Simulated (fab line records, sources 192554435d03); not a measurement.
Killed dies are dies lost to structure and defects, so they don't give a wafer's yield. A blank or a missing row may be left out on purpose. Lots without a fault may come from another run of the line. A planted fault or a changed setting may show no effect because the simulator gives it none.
A struck lot beside a sound one | flow n5_finfet | 20 steps out of a route of 1938
Sound: wafers L720.3, L720.4, L720.6. Struck: wafers L718.2, L718.5, L718.6. The cause comes at the end.
At each step with rows: each side's tool, then ch and its chambers, then its first start. Under that, the readings that differ: sound wafers | struck wafers | difference of the means | sigmas: that difference in standard deviations of wafers without a fault.
alike: readings whose means differ by less than 2 such deviations, and words and numbers that are the same on both sides. not compared: withheld readings, readings that some wafer has no value for, bounds like >300 that may hide the same value, and numbers for which the record gives no deviation and whose values overlap.
The two part at a step that has a row with sigmas, a row that says differs or no value, or rows on one side only. Numbers that don't overlap but have no deviation are shown without sigmas and don't part them. A reading that every wafer of one side lacks parts them only if that side has two wafers or more.

first, 8 steps without rows for these wafers: N5_BEOL_M10_COAT_59 (time 60 s, resist thk 100 nm); N5_BEOL_M10_COAT_60 (time 60 s, resist thk 30 nm); N5_BEOL_M10_COAT_05 (resist thk 90 nm); N5_BEOL_M10_EBR_07; N5_BEOL_M10_SOFTBAKE_06 (time 60 s); N5_BEOL_M10_EXPOSE_08 (exposes mask M10); N5_BEOL_M10_PEB_09 (peb time 60 s); N5_BEOL_M10_DEVELOP_10 (develop time 30 s).
N5_BEOL_M10_CD_MEAS_11: target cd 64.1 nm.
  sound on cd_sem-01 ch 0, day 14 15:52; struck on cd_sem-02 ch 0, day 13 17:55
  alike: cd_nm
N5_BEOL_M10_OVL_MEAS_12:
  sound on overlay-02 ch 0, day 14 15:54; struck on overlay-01 ch 0, day 13 17:56
  alike: M10_OVL
N5_BEOL_M10_INSPECT_13: inspects for defects (brightfield).
  sound on defect_inspect-02, day 14 15:55; struck on defect_inspect-02, day 13 17:58
  alike: raw_defect_count
N5_BEOL_M10_DESCUM_16: chemistry O2, time 7.9 s.
  sound on rie_diel-04 ch 0,1, day 14 15:57; struck on rie_diel-03 ch 0,1,3, day 13 18:00
  reading                     | sound       | struck      | difference | sigmas
  drypump_motor_current_A (A) | 6.7 6.3 6.7 | 5.7 5.3 5.6 | -1.0       | -2
  alike: oes_product_au, rf_vpp_V, showerhead_plenum_p_Torr, throttle_valve_pct
  not compared: rf_hours_counter_h
N5_BEOL_M10_ETCH_61: etches SiARC in CF4, target depth 39 nm, time 65 s.
  sound on rie_diel-04 ch 0,1, day 14 15:59; struck on rie_diel-03 ch 0,1,3, day 13 18:02
  no value came back on the struck wafers for any of 8 readings (bias_w (W), cf4_flow_sccm (sccm) and others); on the sound wafers bias_w (W) reads 36.05 36.00 35.91
  reading                                       | sound          | struck         | difference | sigmas
  model.CAR-ArF_of_BEOL_M10_COAT_05.thk_nm (nm) | 55.6 55.2 55.6 | 83.2 83.4 83.6 | +27.9      |
  not compared: rf_hours_counter_h
N5_BEOL_M10_ETCH_62: etches SOC in N2/H2, target depth 110 nm, overetch 22 nm, time 165 s.
  sound on rie_diel-04 ch 0,1, day 14 16:02; struck on rie_diel-03 ch 0,1,3, day 13 18:05
  reading                     | sound          | struck         | difference | sigmas
  drypump_motor_current_A (A) | 6.7 6.3 6.7    | 5.7 5.3 5.6    | -1.0       | -2
  oes_product_au (a.u.)       | 0.70 0.74 0.70 | 0.33 0.30 0.26 | -0.42      | -5
  alike: bias_w, chamber_pressure_mTorr, rf_vpp_V, showerhead_plenum_p_Torr, throttle_valve_pct
  not compared: rf_hours_counter_h
then, 1 step without rows for these wafers: N5_BEOL_M10_STRIP_68 (strips in N2/H2).
N5_BEOL_M10_STRIP_67: strips in CF4.
  sound on rie_diel-04 ch 0,1, day 14 16:11; struck on rie_diel-03 ch 0,1,3, day 13 18:14
  reading                     | sound       | struck      | difference | sigmas
  drypump_motor_current_A (A) | 6.7 6.3 6.7 | 5.7 5.2 5.6 | -1.1       | -2
  alike: oes_product_au, rf_vpp_V, showerhead_plenum_p_Torr, throttle_valve_pct
  not compared: rf_hours_counter_h
N5_BEOL_M10_HM_OPEN_17: chemistry Cl2/BCl3, target TiN, target depth 20 nm, overetch 6 nm.
  sound on rie_metal-02 ch 0,1, day 14 16:15; struck on rie_metal-01 ch 0,1, day 13 18:24
  reading                     | sound             | struck            | difference | sigmas
  drypump_motor_current_A (A) | 6.4 6.4 6.4       | 5.6 5.4 5.6       | -0.9       | -2
  oes_product_au (a.u.)       | 0.72 0.83 0.83    | 0.36 0.26 0.35    | -0.47      | -5
  throttle_valve_pct (%)      | 22.22 21.71 21.68 | 22.58 22.68 22.54 | +0.73      | +3
  alike: oes_ar_750_au
  not compared: rf_hours_counter_h
N5_BEOL_M10_STRIP_19: strips in O2.
  sound on rie_diel-03 ch 0,1, day 14 16:20; struck on rie_diel-03 ch 1,2, day 13 18:31
  alike: drypump_motor_current_A, oes_product_au, rf_vpp_V, showerhead_plenum_p_Torr, throttle_valve_pct
  not compared: rf_hours_counter_h
N5_BEOL_M10_CD_MEAS_18: pitch 140 nm, target cd 70 nm.
  sound on cd_sem-02, day 14 16:25; struck on cd_sem-01, day 13 18:35
  reading    | sound          | struck | difference                    | sigmas
  cd_nm (nm) | 70.4 69.5 69.5 | - - -  | no value on the struck wafers |
then, 1 step without rows for these wafers: N5_BEOL_M10_COAT_63 (time 60 s, resist thk 100 nm).

WHERE THEY PART
First at N5_BEOL_M10_DESCUM_16; last, within this record, at N5_BEOL_M10_CD_MEAS_18.

WHY: what the simulator had put in
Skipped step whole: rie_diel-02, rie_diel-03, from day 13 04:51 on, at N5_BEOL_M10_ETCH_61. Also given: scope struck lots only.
